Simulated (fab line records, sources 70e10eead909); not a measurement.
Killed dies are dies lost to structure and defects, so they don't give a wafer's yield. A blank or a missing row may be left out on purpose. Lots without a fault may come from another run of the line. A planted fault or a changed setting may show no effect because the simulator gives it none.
fab line records | flow nand_harc
record lots=11 wafers=31 last_day=33
route steps=1302 shown A_CHANNEL_HOLE_D2@592 END@1302
lots that met no fault: from a run of the same line without faults
start_h: hours from the record's first day to the start of the lot's first wafer shown | wait_h: hours since the lot's step before | " the same as in the row above | L1.1+2: a row that stands for several wafers | - no value, or no start given | * or withheld: withheld | < > ~ a bound
route shown NAME@n: a module of which the file shows steps, and the number in the route of the first | usual: mean/standard deviation of fault-free wafers | same: alike in all rows | chamber/n: place in a boat | sites: the reading at each site | _std_site: their standard deviation | _edge_site: outer sites' mean less inner sites' | radius_mm: how far each site lies from the wafer's centre | mask NAME#n: copy n | behind: the tool/chamber that last shaped the wafer | hold: why the lot was held/for how many hours/how that ended | device: the transistor (n, p or np) that didn't switch | end of line: the same wafers' tests at the end of the route | a step without rows: its recipe alone | killed: dies lost to structure and defects at the first sort, not the wafer's yield | map: a wafer's dies, x killed, . not, _ none there
set.NAME: the setting as run; set.NAME@STEP: as run at that earlier step | model.NAME: the simulator's own value behind a step, which no gauge read
steps of the route over a sample of lots; a table a step, a row a wafer
services: from which hour (start_h, from the record's first day; less than 0 if before it) a tool's chamber was out of use, for how many hours, and why
## steps
# step NHARC_A_CHANNEL_HOLE_D2_ETCH_20
# recipe bias_v=3000 source_w=withheld pressure_mtorr=20 time_s=361.9 ar_flow_sccm=375 c4f8_flow_sccm=89.3 o2_flow_sccm=35.7 temp_c=-20 target_depth_a=16000 chemistry=C4F8/O2/Ar
# usual drypump_motor_current_A=5.67/0.29 he_backside_leak_sccm=6.1/0.89 showerhead_plenum_p_Torr=3.62/0.13 throttle_valve_pct=32.155/0.01
# columns lot.wafer tool chamber start_h wait_h drypump_motor_current_A he_backside_leak_sccm rf_hours_counter_h showerhead_plenum_p_Torr throttle_valve_pct
L634.1 har_etch-01 0 297.76 0.1 5.38 5.9 145 3.66 32.153
L634.6 " 1 " " 5.52 5.2 - 3.53 32.158
L634.5 " 0 " " 5.39 5.7 - 3.66 32.148
L636.1 har_etch-01 0 320.51 0.1 5.38 6.0 157 3.65 32.168
L636.3 " 1 " " 5.54 5.4 - 3.52 32.155
L636.5 " 0 " " 5.39 5.7 - 3.65 32.164
L643.4 har_etch-01 0 393.83 0.2 5.39 6.0 - 3.63 32.164
L645.3 har_etch-01 0 402.19 0.2 5.38 6.3 - 3.62 32.166
L645.6 " 0 " " 5.41 6.3 - 3.62 32.136
L645.5 " 1 " " 5.53 5.5 - 3.49 32.148
L648.4 har_etch-02 1 446.22 0.2 5.70 5.7 - 3.92 32.155
L648.6 " 1 " " 5.69 5.6 - 3.92 32.171
L648.5 " 0 " " 6.18 6.3 - 3.60 32.151
L650.2 har_etch-02 0 454.89 0.1 6.19 6.0 34 3.60 32.155
L650.4 " 0 " " 6.17 5.7 - 3.60 32.152
L650.5 " 1 " " 5.71 5.8 - 3.91 32.167
L652.3 har_etch-02 0 468.66 0.2 6.20 5.2 - 3.59 32.157
L652.5 " 1 " " 5.69 6.1 - 3.91 32.162
L652.6 " 0 " " 6.18 5.6 - 3.59 32.184
L653.1 har_etch-01 1 488.46 0.1 5.52 5.8 268 3.46 32.146
L653.5 " 0 " " 5.40 6.5 - 3.60 32.146
L653.6 " 1 " " 5.54 5.8 - 3.46 32.158
L654.2 har_etch-01 1 503.40 0.1 5.52 5.8 272 3.46 32.166
L654.4 " 0 " " 5.42 6.6 - 3.59 32.156
L654.6 " 1 " " 5.53 5.7 - 3.46 32.163
L657.2 har_etch-01 0 511.77 0.1 5.40 6.7 276 3.59 32.157
L657.3 " 0 " " 5.40 6.5 - 3.59 32.151
L657.5 " 1 " " 5.52 5.9 - 3.46 32.158
L656.2 har_etch-02 1 511.92 0.1 5.69 5.7 65 3.90 32.164
L656.3 " 0 " " 6.21 6.0 - 3.58 32.168
L656.5 " 0 " " 6.22 6.0 - 3.58 32.148
# step NHARC_A_CHANNEL_HOLE_D2_ETCH_24
# recipe bias_v=5000 source_w=withheld pressure_mtorr=20 time_s=906.2 ar_flow_sccm=375 c4f8_flow_sccm=93.8 o2_flow_sccm=31.2 temp_c=-20 target_depth_a=15000 chemistry=C4F8/O2/Ar
# usual drypump_motor_current_A=5.67/0.29 he_backside_leak_sccm=6.0/0.63 showerhead_plenum_p_Torr=3.61/0.13 throttle_valve_pct=32.235/0.0097
# columns lot.wafer tool chamber start_h wait_h drypump_motor_current_A he_backside_leak_sccm rf_hours_counter_h showerhead_plenum_p_Torr throttle_valve_pct
L634.1 har_etch-01 0 299.85 0.6 5.43 5.7 147 3.65 32.224
L634.6 " 1 " " 5.52 5.4 - 3.52 32.231
L634.5 " 0 " " 5.44 5.8 - 3.65 32.242
L636.1 har_etch-01 0 322.61 0.6 5.38 5.8 159 3.65 32.228
L636.3 " 1 " " 5.52 5.4 - 3.52 32.229
L636.5 " 0 " " 5.39 5.8 - 3.65 32.234
L643.4 har_etch-01 0 396.00 0.6 5.40 6.1 - 3.62 32.252
L645.3 har_etch-01 0 404.38 0.6 5.39 6.3 - 3.62 32.219
L645.6 " 0 " " 5.39 6.1 - 3.62 32.236
L645.5 " 1 " " 5.53 5.6 - 3.48 32.221
L648.4 har_etch-02 1 448.39 0.6 5.70 5.6 - 3.91 32.257
L648.6 " 1 " " 5.70 5.7 - 3.91 32.244
L648.5 " 0 " " 6.21 5.6 - 3.59 32.232
L650.2 har_etch-02 0 456.96 0.6 6.21 5.5 36 3.59 32.238
L650.4 " 0 " " 6.21 5.5 - 3.59 32.241
L650.5 " 1 " " 5.70 6.0 - 3.91 32.244
L652.3 har_etch-02 0 470.91 0.6 6.17 5.5 - 3.59 32.215
L652.5 " 1 " " 5.71 5.9 - 3.90 32.230
L652.6 " 0 " " 6.19 5.2 - 3.59 32.233
L653.1 har_etch-01 1 490.54 0.6 5.51 5.9 270 3.46 32.227
L653.5 " 0 " " 5.39 6.6 - 3.59 32.236
L653.6 " 1 " " 5.52 5.8 - 3.46 32.230
L654.2 har_etch-01 1 505.50 0.6 5.51 5.8 274 3.46 32.252
L654.4 " 0 " " 5.40 6.3 - 3.59 32.245
L654.6 " 1 " " 5.52 5.9 - 3.46 32.227
L657.2 har_etch-01 0 513.78 0.6 5.40 6.8 278 3.59 32.242
L657.3 " 0 " " 5.39 6.8 - 3.59 32.225
L657.5 " 1 " " 5.51 5.7 - 3.45 32.258
L656.2 har_etch-02 1 513.93 0.6 5.69 6.0 67 3.89 32.228
L656.3 " 0 " " 6.17 5.3 - 3.57 32.224
L656.5 " 0 " " 6.19 5.8 - 3.57 32.237
# step NHARC_A_CHANNEL_HOLE_D2_ETCH_44
# recipe target_depth_a=1400 overetch_a=140 time_s=77 ion_energy_ev=100 cf4_flow_sccm=80 o2_flow_sccm=20 ar_flow_sccm=0 rf_w=300 bias_w=100 chemistry=CF4/O2
# usual drypump_motor_current_A=5.8/0.61 oes_product_au=1.002/0.0083 rf_vpp_V=197.5/1.4 showerhead_plenum_p_Torr=1.32/0.058 throttle_valve_pct=13.397/0.0088
# columns lot.wafer tool chamber start_h wait_h drypump_motor_current_A oes_product_au rf_hours_counter_h rf_vpp_V showerhead_plenum_p_Torr throttle_valve_pct
L634.1 rie_diel-06 1 302.35 0.1 5.9 1.006 9 198.6 1.36 13.407
L634.5 " 2 " " 6.6 1.006 - 196.9 1.25 13.406
L634.6 " 3 " " 6.5 1.002 - 196.5 1.26 13.405
L636.3 rie_diel-06 2 325.10 0.1 6.6 1.011 1 196.1 1.25 13.394
L636.1 " 3 " " 6.5 1.003 1 195.7 1.26 13.398
L636.5 " 1 " " 5.9 1.004 - 196.6 1.36 13.394
L643.4 rie_diel-06 3 398.78 0.1 6.5 1.001 6 195.9 1.26 13.397
L645.3 rie_diel-06 0 406.74 0.1 5.7 0.993 6 198.4 1.39 13.395
L645.5 " 3 " " 6.5 0.992 - 197.2 1.26 13.391
L645.6 " 0 " " 5.8 0.987 - 199.1 1.39 13.402
L648.4 rie_diel-09 3 450.75 0.1 4.9 1.018 6 197.3 1.28 13.413
L648.6 " 0 " " 5.0 1.004 - 197.2 1.28 13.421
L648.5 " 1 " " 6.2 1.003 - 200.1 1.43 13.403
L650.2 rie_diel-06 0 459.42 0.1 5.8 0.997 9 198.6 1.39 13.396
L650.4 " 1 " " 5.9 0.998 9 198.7 1.36 13.394
L650.5 " 3 " " 6.5 0.990 - 196.0 1.26 13.389
L652.3 rie_diel-06 0 473.11 0.1 5.8 0.990 10 198.5 1.39 13.391
L652.6 " 2 " " 6.6 0.993 - 196.5 1.25 13.400
L652.5 " 3 " " 6.5 1.001 - 197.0 1.26 13.398
L653.1 rie_diel-09 0 493.00 0.1 5.0 1.009 8 196.8 1.28 13.419
L653.5 " 3 " " 4.9 1.010 - 198.1 1.28 13.401
L653.6 " 0 " " 5.0 1.018 - 197.8 1.28 13.400
L654.2 rie_diel-05 2 507.97 0.1 5.6 1.013 4 199.7 1.37 13.407
L654.4 " 1 " " 5.7 1.006 4 195.7 1.29 13.401
L654.6 " 3 " " 6.6 0.997 - 196.7 1.30 13.392
L657.3 rie_diel-09 3 516.36 0.1 4.9 1.009 1 196.5 1.28 13.399
L657.2 " 2 " " 5.9 1.002 1 197.7 1.33 13.394
L657.5 " 3 " " 4.9 0.998 - 195.5 1.28 13.400
L656.3 rie_diel-06 2 516.52 0.1 6.6 1.006 1 195.5 1.25 13.411
L656.2 " 3 " " 6.5 0.990 1 195.8 1.26 13.403
L656.5 " 2 " " 6.6 1.004 - 196.3 1.25 13.401
# step NHARC_A_CHANNEL_HOLE_D2_STRIP_28
# recipe o2_flow_sccm=500 ar_flow_sccm=0 bias_w=0 chemistry=O2
# usual drypump_motor_current_A=5.8/0.62 oes_product_au=1.002/0.0082 rf_vpp_V=57.6/0.78 showerhead_plenum_p_Torr=3.49/0.15 throttle_valve_pct=17.036/0.0093
# columns lot.wafer tool chamber start_h wait_h drypump_motor_current_A oes_product_au rf_hours_counter_h rf_vpp_V showerhead_plenum_p_Torr throttle_valve_pct
L634.1 rie_diel-06 0 - - 5.8 1.001 9 57.1 3.67 17.048
L634.6 " 0 " " 5.8 0.990 - 57.2 3.67 17.050
L634.5 " 1 " " 5.9 0.997 - 57.8 3.60 17.034
L636.1 rie_diel-06 1 - - 5.9 1.018 1 57.6 3.60 17.043
L636.3 " 2 " " 6.6 1.018 1 58.5 3.31 17.024
L636.5 " 0 " " 5.8 1.013 - 58.6 3.66 17.020
L643.4 rie_diel-06 0 - - 5.8 0.997 5 57.8 3.66 17.045
L645.3 rie_diel-09 0 406.86 - 5.0 1.008 4 57.1 3.39 17.036
L645.6 " 0 " " 5.0 1.004 - 56.9 3.39 17.044
L645.5 " 1 " " 6.2 1.005 - 58.1 3.78 17.038
L648.4 rie_diel-09 1 - - 6.2 1.000 6 57.7 3.78 17.032
L648.5 " 3 " " 4.9 1.019 - 55.8 3.39 17.040
L648.6 " 0 " " 5.0 1.020 - 56.6 3.39 17.057
L650.4 rie_diel-06 0 - - 5.8 1.010 9 57.6 3.66 17.025
L650.2 " 2 " " 6.6 1.003 9 55.8 3.31 17.033
L650.5 " 1 " " 5.9 1.006 - 58.2 3.59 17.040
L652.3 rie_diel-06 2 - - 6.6 1.017 10 57.4 3.31 17.034
L652.6 " 2 " " 6.6 1.006 - 58.7 3.31 17.053
L652.5 " 3 " " 6.5 0.998 - 56.7 3.34 17.037
L653.1 rie_diel-09 1 - - 6.2 0.987 9 57.9 3.77 17.042
L653.6 " 3 " " 4.9 1.005 - 57.3 3.39 17.044
L653.5 " 0 " " 5.0 1.017 - 57.5 3.39 17.047
L654.2 rie_diel-05 2 - - 5.6 1.004 4 58.7 3.62 17.033
L654.4 " 1 " " 5.7 0.997 4 56.5 3.42 17.043
L654.6 " 2 " " 5.6 1.001 - 58.7 3.62 17.049
L657.3 rie_diel-09 0 - - 5.0 1.017 1 57.0 3.39 17.053
L657.2 " 3 " " 4.9 1.009 1 58.5 3.39 17.053
L657.5 " 0 " " 5.0 1.010 - 57.1 3.39 17.041
L656.2 rie_diel-06 3 - - 6.5 0.998 1 57.8 3.34 17.030
L656.3 " 1 " " 5.9 1.004 1 57.9 3.59 17.040
L656.5 " 3 " " 6.5 0.992 - 56.4 3.34 17.027
# step NHARC_A_CHANNEL_HOLE_D2_INSPECT_40
# usual raw_defect_count=277/70
# columns lot.wafer tool chamber start_h wait_h hold raw_defect_count
L634.1 defect_inspect-01 - 303.31 - - 339
L634.5 " - " " - 191
L634.6 " - " " - 306
L636.1 defect_inspect-02 - 326.07 - - 239
L636.3 " - " " - 209
L636.5 " - " " - 335
L643.4 defect_inspect-01 - 399.73 - await_dispo/0.2h/release 720
L643.4 defect_inspect-01 - 399.91 0.2 - 717
L645.3 defect_inspect-01 - 407.75 - await_dispo/0.2h/release 738
L645.5 " - " " await_dispo/0.2h/release 456
L645.6 " - " " await_dispo/0.2h/release 827
L645.3 defect_inspect-01 - 407.92 0.2 - 729
L645.5 " - " " - 446
L645.6 " - " " - 837
L648.4 defect_inspect-02 - 451.71 - - 249
L648.5 " - " " - 362
L648.6 " - " " - 203
L650.2 defect_inspect-01 - 460.40 - - 212
L650.4 " - " " - 219
L650.5 " - " " - 301
L652.3 defect_inspect-01 - 474.12 - - 382
L652.5 " - " " - 293
L652.6 " - " " - 213
L653.1 defect_inspect-01 - 493.98 - - 168
L653.5 " - " " - 198
L653.6 " - " " - 295
L654.2 defect_inspect-02 - 508.96 - - 355
L654.4 " - " " - 224
L654.6 " - " " - 326
L657.2 defect_inspect-02 - 517.34 - - 196
L657.3 " - " " - 309
L657.5 " - " " - 308
L656.2 defect_inspect-02 - 517.50 - - 227
L656.3 " - " " - 215
L656.5 " - " " - 287
# step NHARC_END_SORT_01
# recipe temp_c=25
# usual killed_at_array=51/17 killed_at_other=1.6/2.1 killed_at_periphery=4/3.2 killed_dies=57/18 killed_open=2.9/1.7 killed_short=2.3/1.3
# same gross_dies=677
# columns lot.wafer tool chamber start_h wait_h killed_at_array killed_at_other killed_at_periphery killed_dies killed_open killed_short
L645.3 prober-01 0 677.44 3.1 67 2 6 75 4 2
L645.6 prober-01 0 679.86 4.0 73 4 1 78 3 5
L643.4 prober-02 0 678.19 3.4 90 0 13 103 2 3
# killed by level:class
L645.3 A_CHANNEL_HOLE_D2:unspecified=31 A_CHANNEL_HOLE_D1:chamber_film_flake=17 A_SLIT:chamber_film_flake=7 A_CONTACT:chamber_film_flake=5 A_CHANNEL_HOLE_D2:chamber_film_flake=3 P_CONTACT:geometric_particle:open=2 A_WL_FILL:geometric_particle:short=2 P_GATE:chamber_film_flake=2
L643.4 A_CHANNEL_HOLE_D2:unspecified=43 A_CHANNEL_HOLE_D1:chamber_film_flake=27 A_STAIRCASE:chamber_film_flake=8 P_M1:chamber_film_flake=5 P_CONTACT:chamber_film_flake=4 A_CHANNEL_HOLE_D2:chamber_film_flake=3 A_CHANNEL_FILL_D1:chamber_film_flake=2 A_WL_FILL:chamber_film_flake=2
L645.6 A_CHANNEL_HOLE_D2:unspecified=39 A_CHANNEL_HOLE_D1:chamber_film_flake=16 THIN_TSV:chamber_film_flake=4 A_CHANNEL_HOLE_D2:chamber_film_flake=3 A_SLIT:chamber_film_flake=3 A_CONTACT:chamber_film_flake=3 A_WL_FILL:geometric_particle:short=2 A_SOURCE_PLATE:geometric_particle:short=1
## services
# columns tool chamber start_h hours kind
rie_diel-06 0 286.20 - clean
rie_diel-06 1 286.20 - clean
rie_diel-06 2 286.20 - clean
rie_diel-06 3 286.20 - clean
rie_diel-06 - 307.20 9.0 pm
rie_diel-06 0 307.20 9.0 vent_cycle
rie_diel-06 1 307.20 9.0 vent_cycle
rie_diel-06 2 307.20 9.0 vent_cycle
rie_diel-06 3 307.20 9.0 vent_cycle
rie_diel-09 2 311.94 14.3 repair
rie_diel-09 - 319.04 0.4 repair
rie_diel-09 - 320.23 9.0 pm
har_etch-02 - 337.22 2.1 repair
rie_diel-06 2 371.29 5.1 repair
har_etch-02 - 377.00 17.0 pm
rie_diel-05 2 400.15 9.6 repair
rie_diel-09 - 404.41 0.5 repair
rie_diel-05 - 406.60 9.0 pm
rie_diel-09 - 436.44 0.2 repair
rie_diel-06 3 480.86 4.8 repair
rie_diel-06 - 484.20 9.0 pm
rie_diel-09 - 497.23 9.0 pm
rie_diel-06 2 503.36 1.5 repair
rie_diel-05 - 508.98 1.0 repair
## key
first_sign step=NHARC_A_CHANNEL_HOLE_D2_INSPECT_40 reading=visit direction=added
effect step=NHARC_A_CHANNEL_HOLE_D2_INSPECT_40 reading=raw_defect_count direction=up sigmas=6.9 usual=277 struck=762
met_at NHARC_A_CHANNEL_HOLE_D2_ETCH_20
struck_lots L643,L645
struck_wafers L643.4,L645.3,L645.6
tester_left_out L643,L645
not_acting_at NHARC_A_CHANNEL_HOLE_D2_ETCH_24,NHARC_A_CHANNEL_HOLE_D2_ETCH_44,NHARC_A_CHANNEL_HOLE_D2_STRIP_28
onset_between 320.51 393.83
fault kind=chamber_particle_source tool=har_etch-01 chamber=0 onset_h=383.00 steps=NHARC_A_CHANNEL_HOLE_D2_ETCH_20 rate_per_visit_cm2=0.62719 end_h=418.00
# tester_left_out: of these lots the tester's yield and bins aren't shown, on N5 and GAA mostly nor the transistor test; their killed dies are dies lost to structure and defects alone, not to doping, threshold or leakage, so they don't give the yield
